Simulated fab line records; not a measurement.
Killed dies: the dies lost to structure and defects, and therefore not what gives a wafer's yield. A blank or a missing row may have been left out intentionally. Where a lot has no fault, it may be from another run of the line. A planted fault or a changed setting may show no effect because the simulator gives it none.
Matching of chambers ; flow nandHarc ; 4 sister chambers for NHARC_P_BONDPAD_CMP_19 on cmp-01
The step polishes, t overpolish 30 s, cu recess touch 16 s, target thk 160.81 nm. 8 wafers are shown with their chamber, then 9 later ones without.

## WAFERS, EACH WITH ITS CHAMBER
wafer;chamber;motorCurrentA (A);overpolishRunS (s)
L082.1;3;13.4;30.001
L082.2;1;10.4;29.991
L082.5;0;11.9;29.995
L083.4;0;11.5;29.998
L083.5;2;8.4;30.011
L084.2;3;12.5;29.996
L084.4;2;8.2;30.018
L084.6;1;10.0;29.991

## WAFERS MISSING THEIR CHAMBER
wafer;motorCurrentA (A);overpolishRunS (s)
L087.3;9.0;29.988
L087.4;10.2;30.021
L087.6;10.9;30.011
L091.3;10.1;30.003
L091.4;13.2;29.992
L091.6;8.9;29.983
L093.4;10.9;29.991
L093.5;12.6;29.991
L093.6;8.4;29.990

## EACH ONE'S CHAMBER
wafer;from the rows above;in truth
L087.3;1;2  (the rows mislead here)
L087.4;2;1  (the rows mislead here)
L087.6;can't be placed: 0 or 1 or 3 or 2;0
L091.3;can't be placed: 1 or 0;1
L091.4;3;3
L091.6;1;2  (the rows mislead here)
L093.4;can't be placed: 1 or 0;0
L093.5;can't be placed: 3 or 0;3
L093.6;1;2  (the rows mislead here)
Correct placement for 1 of the 9. Not placeable from these rows: 4 (in 4, the candidates include the true chamber). Number placed wrongly: 4.
How it was worked out, from the rows above alone: a wafer's distance from a chamber is the root of the sum, over the readings, of the square of ((its reading less the chamber's mean) divided by the reading's scatter). If the next closest chamber is less than 2 further off than the closest, the wafer can't be placed; otherwise it belongs to the closest. The mean given for a chamber averages the wafers shown for that chamber. The scatter: take each reading less its chamber's mean, square it, sum over the shown wafers, divide by the number of wafers less the number of chambers, and take the root.
